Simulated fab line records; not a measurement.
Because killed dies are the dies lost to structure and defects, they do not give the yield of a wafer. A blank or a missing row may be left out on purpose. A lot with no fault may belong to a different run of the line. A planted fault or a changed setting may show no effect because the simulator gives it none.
What tool caused it? / flow n5Finfet / 23 lots, 69 wafers sampled, at 4 steps of a route of 1938

== WHAT THE GAUGES READ, wafer by wafer ==
N5_HKMG_FIN_CD_MEAS_12: the cd target is 92.8 nm.
lot=L074; measured=day 4 01:35; on=cdSem-01; cdNm (nm)=94.1 92.3 92.8
lot=L075; measured=day 4 08:32; on=cdSem-01; cdNm (nm)=92.8 92.7 92.6
lot=L076; measured=day 4 13:32; on=cdSem-01; cdNm (nm)=92.5 92.7 92.2
lot=L077; measured=day 4 19:22; on=cdSem-03; cdNm (nm)=93.1 92.8 92.4
lot=L078; measured=day 5 02:33; on=cdSem-02; cdNm (nm)=93.1 93.0 92.7
lot=L079; measured=day 5 08:53; on=cdSem-01; cdNm (nm)=92.0 92.5 92.6
lot=L080; measured=day 5 15:41; on=cdSem-02; cdNm (nm)=92.6 92.4 91.7
lot=L081; measured=day 5 22:32; on=cdSem-03; cdNm (nm)=93.1 93.2 93.0
lot=L082; measured=day 6 06:53; on=cdSem-03; cdNm (nm)=92.3 93.7 93.1
lot=L083; measured=day 6 11:19; on=cdSem-02; cdNm (nm)=92.2 92.3 92.9
lot=L084; measured=day 6 14:57; on=cdSem-03; cdNm (nm)=93.2 92.9 92.7
lot=L085; measured=day 6 22:34; on=cdSem-03; cdNm (nm)=92.2 93.1 92.1
lot=L086; measured=day 7 04:03; on=cdSem-01; cdNm (nm)=93.7 93.4 93.9
lot=L087; measured=day 7 10:06; on=cdSem-02; cdNm (nm)=92.2 92.8 91.5
lot=L088; measured=day 7 13:55; on=cdSem-01; cdNm (nm)=92.9 92.7 93.0
lot=L090; measured=day 8 01:55; on=cdSem-01; cdNm (nm)=92.2 91.7 92.7
lot=L091; measured=day 8 08:31; on=cdSem-01; cdNm (nm)=92.3 92.8 93.1
lot=L092; measured=day 8 14:02; on=cdSem-01; cdNm (nm)=92.7 91.9 91.8
lot=L093; measured=day 8 22:04; on=cdSem-03; cdNm (nm)=92.9 92.8 92.7
lot=L094; measured=day 9 02:42; on=cdSem-03; cdNm (nm)=93.3 93.4 92.4
lot=L095; measured=day 9 13:19; on=cdSem-01; cdNm (nm)=92.1 93.9 92.6
lot=L096; measured=day 9 20:13; on=cdSem-01; cdNm (nm)=92.7 92.5 92.7
lot=L097; measured=day 10 02:31; on=cdSem-03; cdNm (nm)=92.4 92.8 92.4

== EACH LOT AND THE TOOL THAT RAN IT (in order: tool; ch and the chambers of the sampled wafers; start) ==
lot=L074; N5_SDB_HM_OPEN_20=rieDiel-06 ch 1,2,3, day 3 16:42; N5_SDB_STRIP_22=plasmaAsher-01 ch 0,1, day 3 16:47; N5_SDB_ALD_29=aldSin-04 ch 0,2,3, day 3 17:25
lot=L075; N5_SDB_HM_OPEN_20=rieDiel-06 ch 0,2,3, day 3 23:51; N5_SDB_STRIP_22=plasmaAsher-02 ch 0,1, day 3 23:56; N5_SDB_ALD_29=aldSin-02 ch 0,2,3, day 4 00:37
lot=L076; N5_SDB_HM_OPEN_20=rieDiel-04 ch 0,1,2, day 4 05:08; N5_SDB_STRIP_22=plasmaAsher-02 ch 0,1, day 4 05:13; N5_SDB_ALD_29=aldSin-04 ch 1,2,3, day 4 05:42
lot=L077; N5_SDB_HM_OPEN_20=rieDiel-06 ch 1,2,3, day 4 10:43; N5_SDB_STRIP_22=plasmaAsher-02 ch 0,1, day 4 10:50; N5_SDB_ALD_29=aldSin-01 ch 1,2, day 4 11:28
lot=L078; N5_SDB_HM_OPEN_20=rieDiel-06 ch 1,2,3, day 4 17:46; N5_SDB_STRIP_22=plasmaAsher-01 ch 0,1, day 4 17:53; N5_SDB_ALD_29=aldSin-02 ch 1,2,3, day 4 18:20
lot=L079; N5_SDB_HM_OPEN_20=rieDiel-06 ch 0,3, day 4 23:12; N5_SDB_STRIP_22=plasmaAsher-01 ch 0,1, day 4 23:17; N5_SDB_ALD_29=aldSin-04 ch 0,1,2, day 5 00:22
lot=L080; N5_SDB_HM_OPEN_20=rieDiel-04 ch 1,2,3, day 5 06:31; N5_SDB_STRIP_22=plasmaAsher-02 ch 0,1, day 5 06:36; N5_SDB_ALD_29=aldSin-04 ch 0,1,3, day 5 07:12
lot=L081; N5_SDB_HM_OPEN_20=rieDiel-03 ch 0,1,3, day 5 13:05; N5_SDB_STRIP_22=plasmaAsher-01 ch 0,1, day 5 13:10; N5_SDB_ALD_29=aldSin-02 ch 0,3, day 5 13:44
lot=L082; N5_SDB_HM_OPEN_20=rieDiel-03 ch 1,3, day 5 21:54; N5_SDB_STRIP_22=plasmaAsher-01 ch 0,1, day 5 22:01; N5_SDB_ALD_29=aldSin-02 ch 0,1,2, day 5 22:35
lot=L083; N5_SDB_HM_OPEN_20=rieDiel-06 ch 0,1,2, day 6 01:58; N5_SDB_STRIP_22=plasmaAsher-02 ch 0,1, day 6 02:05; N5_SDB_ALD_29=aldSin-02 ch 1,2,3, day 6 02:32
lot=L084; N5_SDB_HM_OPEN_20=rieDiel-06 ch 0,3, day 6 06:17; N5_SDB_STRIP_22=plasmaAsher-02 ch 0,1, day 6 06:22; N5_SDB_ALD_29=aldSin-04 ch 0,1,2, day 6 06:51
lot=L085; N5_SDB_HM_OPEN_20=rieDiel-04 ch 0,1,3, day 6 13:45; N5_SDB_STRIP_22=plasmaAsher-01 ch 0,1, day 6 13:50; N5_SDB_ALD_29=aldSin-01 ch 0,3, day 6 14:20
lot=L086; N5_SDB_HM_OPEN_20=rieDiel-04 ch 0,1,3, day 6 18:59; N5_SDB_STRIP_22=plasmaAsher-02 ch 0,1, day 6 19:04; N5_SDB_ALD_29=aldSin-01 ch 1,2,3, day 6 19:32
lot=L087; N5_SDB_HM_OPEN_20=rieDiel-04 ch 0,2,3, day 7 00:31; N5_SDB_STRIP_22=plasmaAsher-02 ch 0,1, day 7 00:46; N5_SDB_ALD_29=aldSin-02 ch 0,3, day 7 01:43
lot=L088; N5_SDB_HM_OPEN_20=rieDiel-03 ch 0,2, day 7 05:35; N5_SDB_STRIP_22=plasmaAsher-02 ch 0,1, day 7 05:40; N5_SDB_ALD_29=aldSin-02 ch 1,2, day 7 06:10
lot=L090; N5_SDB_HM_OPEN_20=rieDiel-04 ch 0,2,3, day 7 16:58; N5_SDB_STRIP_22=plasmaAsher-02 ch 0,1, day 7 17:08; N5_SDB_ALD_29=aldSin-01 ch 1,3, day 7 17:37
lot=L091; N5_SDB_HM_OPEN_20=rieDiel-04 ch 0,2, day 7 23:46; N5_SDB_STRIP_22=plasmaAsher-01 ch 0,1, day 7 23:52; N5_SDB_ALD_29=aldSin-04 ch 1,2,3, day 8 00:29
lot=L092; N5_SDB_HM_OPEN_20=rieDiel-04 ch 0,1,3, day 8 05:31; N5_SDB_STRIP_22=plasmaAsher-01 ch 0,1, day 8 05:37; N5_SDB_ALD_29=aldSin-04 ch 1,2,3, day 8 06:05
lot=L093; N5_SDB_HM_OPEN_20=rieDiel-06 ch 0,3, day 8 12:48; N5_SDB_STRIP_22=plasmaAsher-01 ch 0,1, day 8 12:55; N5_SDB_ALD_29=aldSin-02 ch 1,2, day 8 13:22
lot=L094; N5_SDB_HM_OPEN_20=rieDiel-04 ch 0,1,2, day 8 17:09; N5_SDB_STRIP_22=plasmaAsher-01 ch 0, day 8 17:28; N5_SDB_ALD_29=aldSin-02 ch 0,1,3, day 8 18:28
lot=L095; N5_SDB_HM_OPEN_20=rieDiel-04 ch 0,1,2, day 9 04:32; N5_SDB_STRIP_22=plasmaAsher-01 ch 0,1, day 9 04:45; N5_SDB_ALD_29=aldSin-04 ch 1,3, day 9 05:17
lot=L096; N5_SDB_HM_OPEN_20=rieDiel-04 ch 1,2,3, day 9 11:17; N5_SDB_STRIP_22=plasmaAsher-01 ch 0,1, day 9 11:22; N5_SDB_ALD_29=aldSin-02 ch 0,1,3, day 9 12:12
lot=L097; N5_SDB_HM_OPEN_20=rieDiel-06 ch 1,3, day 9 17:37; N5_SDB_STRIP_22=plasmaAsher-01 ch 0,1, day 9 17:41; N5_SDB_ALD_29=aldSin-02 ch 0,2,3, day 9 18:11
- N5_SDB_HM_OPEN_20: chemistry CH3F/O2, target SiNx, stops on poly-Si, target depth 24 nm.
- N5_SDB_STRIP_22: strips in N2/H2.
- N5_SDB_ALD_29: deposits SiNx, target thk 30 nm, pulse time 1 s, ald cycles 600.

== WHAT THE TOOLS THEMSELVES READ (means of the sampled wafers that have a number; where no wafer has one, the mark that the record gives instead) ==
N5_SDB_HM_OPEN_20.
lot=L074; tool=rieDiel-06; biasW (W)=73.10; drypumpMotorCurrentA (A)=5.6; oes_ar_750_au (a.u.)=0.80; oesProductAu (a.u.)=0.66; rfFwdPowerW (W)=393.1; rfVppV (V)=296.8; showerheadPlenumPTorr (Torr)=1.99; throttleValvePct (%)=16.5
lot=L075; tool=rieDiel-06; biasW (W)=72.89; drypumpMotorCurrentA (A)=5.7; oes_ar_750_au (a.u.)=0.78; oesProductAu (a.u.)=0.63; rfFwdPowerW (W)=393.3; rfVppV (V)=297.9; showerheadPlenumPTorr (Torr)=2.01; throttleValvePct (%)=16.4
lot=L076; tool=rieDiel-04; biasW (W)=72.93; drypumpMotorCurrentA (A)=5.6; oes_ar_750_au (a.u.)=0.84; oesProductAu (a.u.)=0.68; rfFwdPowerW (W)=393.3; rfVppV (V)=298.5; showerheadPlenumPTorr (Torr)=2.08; throttleValvePct (%)=16.2
lot=L077; tool=rieDiel-06; biasW (W)=72.91; drypumpMotorCurrentA (A)=5.6; oes_ar_750_au (a.u.)=0.80; oesProductAu (a.u.)=0.65; rfFwdPowerW (W)=392.4; rfVppV (V)=296.5; showerheadPlenumPTorr (Torr)=1.99; throttleValvePct (%)=16.5
lot=L078; tool=rieDiel-06; biasW (W)=73.13; drypumpMotorCurrentA (A)=5.6; oes_ar_750_au (a.u.)=0.79; oesProductAu (a.u.)=0.66; rfFwdPowerW (W)=391.3; rfVppV (V)=296.8; showerheadPlenumPTorr (Torr)=1.99; throttleValvePct (%)=16.5
lot=L079; tool=rieDiel-06; biasW (W)=73.00; drypumpMotorCurrentA (A)=6.2; oes_ar_750_au (a.u.)=0.75; oesProductAu (a.u.)=0.61; rfFwdPowerW (W)=393.8; rfVppV (V)=298.5; showerheadPlenumPTorr (Torr)=2.05; throttleValvePct (%)=16.4
lot=L080; tool=rieDiel-04; biasW (W)=73.02; drypumpMotorCurrentA (A)=5.7; oes_ar_750_au (a.u.)=0.85; oesProductAu (a.u.)=0.70; rfFwdPowerW (W)=392.7; rfVppV (V)=298.3; showerheadPlenumPTorr (Torr)=2.05; throttleValvePct (%)=16.0
lot=L081; tool=rieDiel-03; biasW (W)=73.04; drypumpMotorCurrentA (A)=5.5; oes_ar_750_au (a.u.)=0.77; oesProductAu (a.u.)=0.64; rfFwdPowerW (W)=392.0; rfVppV (V)=299.2; showerheadPlenumPTorr (Torr)=2.00; throttleValvePct (%)=16.5
lot=L082; tool=rieDiel-03; biasW (W)=72.92; drypumpMotorCurrentA (A)=5.6; oes_ar_750_au (a.u.)=0.70; oesProductAu (a.u.)=0.58; rfFwdPowerW (W)=392.0; rfVppV (V)=299.6; showerheadPlenumPTorr (Torr)=2.03; throttleValvePct (%)=16.7
lot=L083; tool=rieDiel-06; biasW (W)=73.08; drypumpMotorCurrentA (A)=5.3; oes_ar_750_au (a.u.)=0.79; oesProductAu (a.u.)=0.64; rfFwdPowerW (W)=392.6; rfVppV (V)=295.6; showerheadPlenumPTorr (Torr)=1.96; throttleValvePct (%)=16.4
lot=L084; tool=rieDiel-06; biasW (W)=73.06; drypumpMotorCurrentA (A)=5.8; oes_ar_750_au (a.u.)=0.74; oesProductAu (a.u.)=0.60; rfFwdPowerW (W)=392.6; rfVppV (V)=296.4; showerheadPlenumPTorr (Torr)=2.02; throttleValvePct (%)=16.3
lot=L085; tool=rieDiel-04; biasW (W)=73.13; drypumpMotorCurrentA (A)=5.5; oes_ar_750_au (a.u.)=0.82; oesProductAu (a.u.)=0.66; rfFwdPowerW (W)=392.4; rfVppV (V)=297.7; showerheadPlenumPTorr (Torr)=2.07; throttleValvePct (%)=16.3
lot=L086; tool=rieDiel-04; biasW (W)=72.90; drypumpMotorCurrentA (A)=5.6; oes_ar_750_au (a.u.)=0.82; oesProductAu (a.u.)=0.66; rfFwdPowerW (W)=394.3; rfVppV (V)=297.1; showerheadPlenumPTorr (Torr)=2.07; throttleValvePct (%)=16.3
lot=L087; tool=rieDiel-04; biasW (W)=72.86; drypumpMotorCurrentA (A)=5.5; oes_ar_750_au (a.u.)=0.88; oesProductAu (a.u.)=0.72; rfFwdPowerW (W)=393.3; rfVppV (V)=297.5; showerheadPlenumPTorr (Torr)=2.06; throttleValvePct (%)=16.0
lot=L088; tool=rieDiel-03; biasW (W)=72.96; drypumpMotorCurrentA (A)=5.3; oes_ar_750_au (a.u.)=0.90; oesProductAu (a.u.)=0.74; rfFwdPowerW (W)=391.4; rfVppV (V)=296.7; showerheadPlenumPTorr (Torr)=2.02; throttleValvePct (%)=16.2
lot=L090; tool=rieDiel-04; biasW (W)=73.07; drypumpMotorCurrentA (A)=5.5; oes_ar_750_au (a.u.)=0.88; oesProductAu (a.u.)=0.70; rfFwdPowerW (W)=393.8; rfVppV (V)=297.2; showerheadPlenumPTorr (Torr)=2.06; throttleValvePct (%)=16.0
lot=L091; tool=rieDiel-04; biasW (W)=72.91; drypumpMotorCurrentA (A)=5.5; oes_ar_750_au (a.u.)=0.84; oesProductAu (a.u.)=0.68; rfFwdPowerW (W)=393.2; rfVppV (V)=297.6; showerheadPlenumPTorr (Torr)=2.09; throttleValvePct (%)=16.3
lot=L092; tool=rieDiel-04; biasW (W)=73.13; drypumpMotorCurrentA (A)=5.5; oes_ar_750_au (a.u.)=0.90; oesProductAu (a.u.)=0.73; rfFwdPowerW (W)=393.8; rfVppV (V)=296.7; showerheadPlenumPTorr (Torr)=2.07; throttleValvePct (%)=16.1
lot=L093; tool=rieDiel-06; biasW (W)=72.94; drypumpMotorCurrentA (A)=6.2; oes_ar_750_au (a.u.)=0.72; oesProductAu (a.u.)=0.60; rfFwdPowerW (W)=392.8; rfVppV (V)=298.9; showerheadPlenumPTorr (Torr)=2.04; throttleValvePct (%)=16.4
lot=L094; tool=rieDiel-04; biasW (W)=72.86; drypumpMotorCurrentA (A)=5.6; oes_ar_750_au (a.u.)=0.87; oesProductAu (a.u.)=0.73; rfFwdPowerW (W)=392.7; rfVppV (V)=297.0; showerheadPlenumPTorr (Torr)=2.07; throttleValvePct (%)=16.2
lot=L095; tool=rieDiel-04; biasW (W)=72.90; drypumpMotorCurrentA (A)=5.6; oes_ar_750_au (a.u.)=0.87; oesProductAu (a.u.)=0.72; rfFwdPowerW (W)=393.4; rfVppV (V)=297.9; showerheadPlenumPTorr (Torr)=2.06; throttleValvePct (%)=16.2
lot=L096; tool=rieDiel-04; biasW (W)=72.93; drypumpMotorCurrentA (A)=5.6; oes_ar_750_au (a.u.)=0.89; oesProductAu (a.u.)=0.72; rfFwdPowerW (W)=392.8; rfVppV (V)=297.1; showerheadPlenumPTorr (Torr)=2.04; throttleValvePct (%)=15.9
lot=L097; tool=rieDiel-06; biasW (W)=72.83; drypumpMotorCurrentA (A)=6.1; oes_ar_750_au (a.u.)=0.73; oesProductAu (a.u.)=0.60; rfFwdPowerW (W)=393.7; rfVppV (V)=299.0; showerheadPlenumPTorr (Torr)=2.01; throttleValvePct (%)=16.5

N5_SDB_STRIP_22.
lot=L074; tool=plasmaAsher-01; drypumpMotorCurrentA (A)=6.4; heaterPowerW (W)=329; oesProductAu (a.u.)=0.714; stripTimeToEndpointS (s)=95.9
lot=L075; tool=plasmaAsher-02; drypumpMotorCurrentA (A)=5.2; heaterPowerW (W)=373; oesProductAu (a.u.)=0.715; stripTimeToEndpointS (s)=96.4
lot=L076; tool=plasmaAsher-02; drypumpMotorCurrentA (A)=5.5; heaterPowerW (W)=345; oesProductAu (a.u.)=0.714; stripTimeToEndpointS (s)=96.5
lot=L077; tool=plasmaAsher-02; drypumpMotorCurrentA (A)=5.2; heaterPowerW (W)=365; oesProductAu (a.u.)=0.710; stripTimeToEndpointS (s)=96.0
lot=L078; tool=plasmaAsher-01; drypumpMotorCurrentA (A)=6.3; heaterPowerW (W)=323; oesProductAu (a.u.)=0.714; stripTimeToEndpointS (s)=95.8
lot=L079; tool=plasmaAsher-01; drypumpMotorCurrentA (A)=6.4; heaterPowerW (W)=336; oesProductAu (a.u.)=0.714; stripTimeToEndpointS (s)=96.1
lot=L080; tool=plasmaAsher-02; drypumpMotorCurrentA (A)=5.5; heaterPowerW (W)=344; oesProductAu (a.u.)=0.711; stripTimeToEndpointS (s)=96.1
lot=L081; tool=plasmaAsher-01; drypumpMotorCurrentA (A)=6.4; heaterPowerW (W)=332; oesProductAu (a.u.)=0.715; stripTimeToEndpointS (s)=96.3
lot=L082; tool=plasmaAsher-01; drypumpMotorCurrentA (A)=6.3; heaterPowerW (W)=326; oesProductAu (a.u.)=0.713; stripTimeToEndpointS (s)=96.6
lot=L083; tool=plasmaAsher-02; drypumpMotorCurrentA (A)=5.2; heaterPowerW (W)=370; oesProductAu (a.u.)=0.710; stripTimeToEndpointS (s)=96.9
lot=L084; tool=plasmaAsher-02; drypumpMotorCurrentA (A)=5.2; heaterPowerW (W)=366; oesProductAu (a.u.)=0.716; stripTimeToEndpointS (s)=96.7
lot=L085; tool=plasmaAsher-01; drypumpMotorCurrentA (A)=6.4; heaterPowerW (W)=328; oesProductAu (a.u.)=0.717; stripTimeToEndpointS (s)=96.2
lot=L086; tool=plasmaAsher-02; drypumpMotorCurrentA (A)=5.4; heaterPowerW (W)=345; oesProductAu (a.u.)=0.712; stripTimeToEndpointS (s)=96.0
lot=L087; tool=plasmaAsher-02; drypumpMotorCurrentA (A)=5.4; heaterPowerW (W)=349; oesProductAu (a.u.)=0.713; stripTimeToEndpointS (s)=96.1
lot=L088; tool=plasmaAsher-02; drypumpMotorCurrentA (A)=5.4; heaterPowerW (W)=345; oesProductAu (a.u.)=0.712; stripTimeToEndpointS (s)=97.0
lot=L090; tool=plasmaAsher-02; drypumpMotorCurrentA (A)=5.2; heaterPowerW (W)=363; oesProductAu (a.u.)=0.720; stripTimeToEndpointS (s)=96.1
lot=L091; tool=plasmaAsher-01; drypumpMotorCurrentA (A)=6.5; heaterPowerW (W)=330; oesProductAu (a.u.)=0.713; stripTimeToEndpointS (s)=95.8
lot=L092; tool=plasmaAsher-01; drypumpMotorCurrentA (A)=6.3; heaterPowerW (W)=328; oesProductAu (a.u.)=0.712; stripTimeToEndpointS (s)=96.4
lot=L093; tool=plasmaAsher-01; drypumpMotorCurrentA (A)=6.3; heaterPowerW (W)=330; oesProductAu (a.u.)=0.714; stripTimeToEndpointS (s)=96.7
lot=L094; tool=plasmaAsher-01; drypumpMotorCurrentA (A)=6.1; heaterPowerW (W)=322; oesProductAu (a.u.)=0.715; stripTimeToEndpointS (s)=96.0
lot=L095; tool=plasmaAsher-01; drypumpMotorCurrentA (A)=6.4; heaterPowerW (W)=329; oesProductAu (a.u.)=0.719; stripTimeToEndpointS (s)=95.9
lot=L096; tool=plasmaAsher-01; drypumpMotorCurrentA (A)=6.4; heaterPowerW (W)=331; oesProductAu (a.u.)=0.719; stripTimeToEndpointS (s)=95.7
lot=L097; tool=plasmaAsher-01; drypumpMotorCurrentA (A)=6.4; heaterPowerW (W)=324; oesProductAu (a.u.)=0.714; stripTimeToEndpointS (s)=96.3

N5_SDB_ALD_29.
lot=L074; tool=aldSin-04; heaterPowerW (W)=837; precursorPulseHeightRel=0.996
lot=L075; tool=aldSin-02; heaterPowerW (W)=869; precursorPulseHeightRel=0.993
lot=L076; tool=aldSin-04; heaterPowerW (W)=868; precursorPulseHeightRel=1.007
lot=L077; tool=aldSin-01; heaterPowerW (W)=802; precursorPulseHeightRel=0.998
lot=L078; tool=aldSin-02; heaterPowerW (W)=886; precursorPulseHeightRel=1.001
lot=L079; tool=aldSin-04; heaterPowerW (W)=811; precursorPulseHeightRel=1.027
lot=L080; tool=aldSin-04; heaterPowerW (W)=803; precursorPulseHeightRel=0.996
lot=L081; tool=aldSin-02; heaterPowerW (W)=848; precursorPulseHeightRel=0.996
lot=L082; tool=aldSin-02; heaterPowerW (W)=873; precursorPulseHeightRel=1.011
lot=L083; tool=aldSin-02; heaterPowerW (W)=868; precursorPulseHeightRel=0.998
lot=L084; tool=aldSin-04; heaterPowerW (W)=817; precursorPulseHeightRel=0.997
lot=L085; tool=aldSin-01; heaterPowerW (W)=763; precursorPulseHeightRel=0.993
lot=L086; tool=aldSin-01; heaterPowerW (W)=750; precursorPulseHeightRel=0.999
lot=L087; tool=aldSin-02; heaterPowerW (W)=857; precursorPulseHeightRel=1.003
lot=L088; tool=aldSin-02; heaterPowerW (W)=874; precursorPulseHeightRel=1.024
lot=L090; tool=aldSin-01; heaterPowerW (W)=713; precursorPulseHeightRel=0.982
lot=L091; tool=aldSin-04; heaterPowerW (W)=870; precursorPulseHeightRel=0.993
lot=L092; tool=aldSin-04; heaterPowerW (W)=885; precursorPulseHeightRel=1.002
lot=L093; tool=aldSin-02; heaterPowerW (W)=874; precursorPulseHeightRel=1.015
lot=L094; tool=aldSin-02; heaterPowerW (W)=849; precursorPulseHeightRel=1.002
lot=L095; tool=aldSin-04; heaterPowerW (W)=832; precursorPulseHeightRel=1.010
lot=L096; tool=aldSin-02; heaterPowerW (W)=846; precursorPulseHeightRel=1.012
lot=L097; tool=aldSin-02; heaterPowerW (W)=889; precursorPulseHeightRel=0.991

== THE ANSWER, worked out from the rows above alone ==
Rule: usual is defined by the lots themselves. Put in order of their means at a reading, lots are off if they are a third of the lots or fewer, leave a main group of 4 or more, and stand apart from it by a gap of 3 or more times the standard deviation of the main group's means; of several such gaps the widest counts. A main group whose means are all the same, to the digits that the tables above print for the reading, isn't used. A lot without any number at a reading at which 4 lots or more have one is off too. The other lots that the step has rows for count as sound. After the gauges, taken in route order, come the tools' own readings; for these a lot's mean is taken, as printed above. The first step at which some lot is off is used, and at that step the reading that is off furthest; a lot without a number counts as furthest.
None of the lots is off at any reading shown; this tells nothing.

== WHAT HAD BEEN PUT IN BY THE SIMULATOR ==
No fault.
